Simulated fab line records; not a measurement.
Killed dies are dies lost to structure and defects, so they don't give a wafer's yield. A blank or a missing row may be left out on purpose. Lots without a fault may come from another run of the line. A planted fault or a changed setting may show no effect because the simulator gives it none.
The tool behind it: which one? || flow n5Finfet || route of 1938 steps, sampled at 1 step: 9 lots, 27 wafers

## WHAT EACH GAUGE READ, for each wafer
N5_BEOL_M2_INSPECT_13: inspects for defects (brightfield).
{"lot": "L112", "measured": "day 7 00:53", "on": "defectInspect-02", "rawDefectCount": "469 634 348"}
{"lot": "L114", "measured": "day 7 13:11", "on": "defectInspect-02", "rawDefectCount": "497 542 360"}
{"lot": "L116", "measured": "day 8 13:05", "on": "defectInspect-02", "rawDefectCount": "326 373 292"}
{"lot": "L115", "measured": "day 8 13:10", "on": "defectInspect-01", "rawDefectCount": "353 383 408"}
{"lot": "L120", "measured": "day 9 09:23", "on": "defectInspect-02", "rawDefectCount": "443 623 365"}
{"lot": "L121", "measured": "day 9 22:20", "on": "defectInspect-02", "rawDefectCount": "617 376 485"}
{"lot": "L130", "measured": "day 11 17:01", "on": "defectInspect-02", "rawDefectCount": "429 400 317"}
{"lot": "L128", "measured": "day 12 04:57", "on": "defectInspect-01", "rawDefectCount": "386 441 308"}
{"lot": "L131", "measured": "day 12 09:59", "on": "defectInspect-02", "rawDefectCount": "357 516 542"}

## EACH LOT AND THE TOOL THAT RAN IT (in order: tool; ch and the chambers of the sampled wafers; start)
There is no process step in the record ahead of these readings.

## THE ANSWER, worked out from the rows above alone
Rule: what is usual is taken from the lots themselves. The widest of any qualifying gaps counts: lots, ordered by their means at a reading, are off when they make up no more than a third of the lots, leave a main group of 4 or more, and stand apart from it by 3 or more times the standard deviation of that group's means. If all means in a main group match to the digits the tables above print for the reading, that group is not used. Also off: a lot with no number at a reading for which 4 or more lots have one. All remaining lots with rows at the step are treated as sound.
No lot is off at any reading shown: from this, nothing can be told.

## WHAT WAS PUT IN BY THE SIMULATOR
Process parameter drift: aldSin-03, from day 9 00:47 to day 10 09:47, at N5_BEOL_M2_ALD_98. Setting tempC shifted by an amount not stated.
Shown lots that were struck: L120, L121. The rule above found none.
